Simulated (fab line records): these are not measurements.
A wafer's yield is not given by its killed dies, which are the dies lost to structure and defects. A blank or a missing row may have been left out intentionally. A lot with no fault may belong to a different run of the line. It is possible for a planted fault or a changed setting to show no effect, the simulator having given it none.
Chamber matching + flow n5_finfet + N5_BEOL_M1_ALD_98 on ald_sin-03 has 4 sister chambers
The step deposits SiO2, target thk 2.5 nm, pulse time 1 s, co reactant pulse time 1 s. 4 wafers are shown with their chamber, then 9 later ones without.

WAFERS PAIRED WITH THEIR CHAMBERS
| wafer  | chamber | heater_power_w (W) |
|--------|---------|--------------------|
| L084.3 | 0       | 67                 |
| L089.2 | 1       | 70                 |
| L089.4 | 3       | 76                 |
| L089.6 | 2       | 82                 |

WAFERS WITHOUT THEIR CHAMBER
| wafer  | heater_power_w (W) |
|--------|--------------------|
| L090.1 | 67                 |
| L090.5 | 82                 |
| L090.6 | 68                 |
| L095.1 | 69                 |
| L095.5 | 68                 |
| L095.6 | 67                 |
| L097.1 | 66                 |
| L097.4 | 69                 |
| L097.5 | 74                 |

EACH ONE'S CHAMBER
| wafer  | from the rows above     | in truth                   |
|--------|-------------------------|----------------------------|
| L090.1 | 0                       | 0                          |
| L090.5 | 2                       | 2                          |
| L090.6 | can't be placed: 0 or 1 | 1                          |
| L095.1 | can't be placed: 1 or 0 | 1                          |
| L095.5 | can't be placed: 0 or 1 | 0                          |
| L095.6 | 0                       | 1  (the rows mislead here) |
| L097.1 | 0                       | 0                          |
| L097.4 | can't be placed: 1 or 0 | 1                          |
| L097.5 | 3                       | 3                          |
Correctly placed: 4 of 9. Not placeable from these rows: 4 (in 4, the candidates include the true chamber). Placed wrongly: 1.
How it was worked out, from the rows above alone: a wafer's distance from a chamber is the root of the sum, over the readings, of the square of ((its reading less the chamber's mean) divided by the reading's scatter). The wafer belongs to the nearest chamber; if the next one is less than 2 further off, it can't be placed. A chamber's mean is the mean of its shown wafers. The scatter: root of mean squared gap, hidden wafer to nearest shown wafer, with one shown wafer a chamber.
